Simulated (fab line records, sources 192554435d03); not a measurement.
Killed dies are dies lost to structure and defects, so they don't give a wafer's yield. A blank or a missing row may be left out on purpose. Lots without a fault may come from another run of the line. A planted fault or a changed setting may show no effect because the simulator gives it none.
Which tool did it? | flow n5_finfet | 9 lots, 27 wafers sampled, at 4 steps of a route of 1938

WHAT THE GAUGES READ, wafer by wafer
N5_ILD0_THK_MEAS_13.
lot  | measured    | on            | thk_nm (nm)
L612 | day 4 19:42 | film_metro-01 | 17.3 17.6 17.6
L615 | day 5 06:05 | film_metro-01 | 20.2 18.8 19.7
L618 | day 5 21:01 | film_metro-02 | 24.0 24.0 24.0
L619 | day 6 03:40 | film_metro-02 | 24.0 24.0 24.0
L620 | day 6 13:29 | film_metro-02 | 24.0 24.2 24.1
L623 | day 7 09:41 | film_metro-01 | 15.8 17.0 14.3
L624 | day 7 17:55 | film_metro-02 | 18.3 20.3 17.6
L626 | day 7 22:57 | film_metro-02 | 18.9 17.6 16.4
L629 | day 8 19:37 | film_metro-02 | 16.6 16.0 17.7

WHICH TOOL RAN EACH LOT (tool, then ch and the chambers of the sampled wafers, then the start)
lot  | N5_SD_EPI_P_ETCH_37               | N5_SD_EPI_P_SD_RECESS_17        | N5_ILD0_CMP_12
L612 | rie_diel-02 ch 0,3, day 4 09:00   | rie_si-06 ch 0,2,3, day 4 09:35 | cmp-04 ch 1,2,3, day 4 19:31
L615 | rie_diel-02 ch 0,1, day 4 17:32   | rie_si-04 ch 0, day 4 18:07     | cmp-02 ch 2,3, day 5 05:47
L618 | rie_diel-04 ch 1,2,3, day 5 09:37 | rie_si-04 ch 0,2, day 5 10:13   | cmp-02 ch 0,1, day 5 20:43
L619 | rie_diel-04 ch 1,2,3, day 5 17:02 | rie_si-06 ch 0,3, day 5 17:38   | cmp-02 ch 0,1,2, day 6 03:23
L620 | rie_diel-02 ch 0,1, day 6 01:49   | rie_si-06 ch 0,2, day 6 02:25   | cmp-04 ch 0,2, day 6 13:13
L623 | rie_diel-06 ch 0,2,3, day 6 22:01 | rie_si-04 ch 0,2, day 6 22:37   | cmp-02 ch 0,1, day 7 09:23
L624 | rie_diel-04 ch 0,2,3, day 7 06:25 | rie_si-06 ch 1,3, day 7 07:01   | cmp-02 ch 0,2, day 7 17:37
L626 | rie_diel-02 ch 0,2,3, day 7 11:45 | rie_si-06 ch 1,2,3, day 7 12:20 | cmp-04 ch 0,2,3, day 7 22:46
L629 | rie_diel-04 ch 0,1,2, day 8 07:49 | rie_si-06 ch 0,2,3, day 8 08:24 | cmp-02 ch 0,1,3, day 8 19:20
- N5_SD_EPI_P_ETCH_37: etches SOC in N2/H2, overetch 108 nm, time 486 s.
- N5_SD_EPI_P_SD_RECESS_17: chemistry HBr/Cl2/O2, target depth 39.1 nm, bt time 3 s.
- N5_ILD0_CMP_12: polishes SiNx, stops on poly-Si, t overpolish 6 s, target thk 17.67 nm.

THE ANSWER, worked out from the rows above alone
Rule: what is usual is taken from the lots themselves. Put in order of their means at a reading, lots are off if they are a third of the lots or fewer, leave a main group of 4 or more, and stand apart from it by a gap of 3 or more times the standard deviation of the main group's means; of several such gaps the widest counts. A main group whose means are all the same, to the digits that the tables above print for the reading, isn't used. A lot without any number at a reading at which 4 lots or more have one is off too. The other lots that the step has rows for count as sound.
Off: L618, L619, L620, at N5_ILD0_THK_MEAS_13 (thk_nm). The main group: mean 17.6 nm, standard deviation 1.3.
A tool fits if, at a process step before that reading, it ran every lot that is off, and no sound lot after the first of them. The gauges at N5_ILD0_THK_MEAS_13 are tried like those tools. None of those tried fits.

WHAT THE SIMULATOR HAD PUT IN
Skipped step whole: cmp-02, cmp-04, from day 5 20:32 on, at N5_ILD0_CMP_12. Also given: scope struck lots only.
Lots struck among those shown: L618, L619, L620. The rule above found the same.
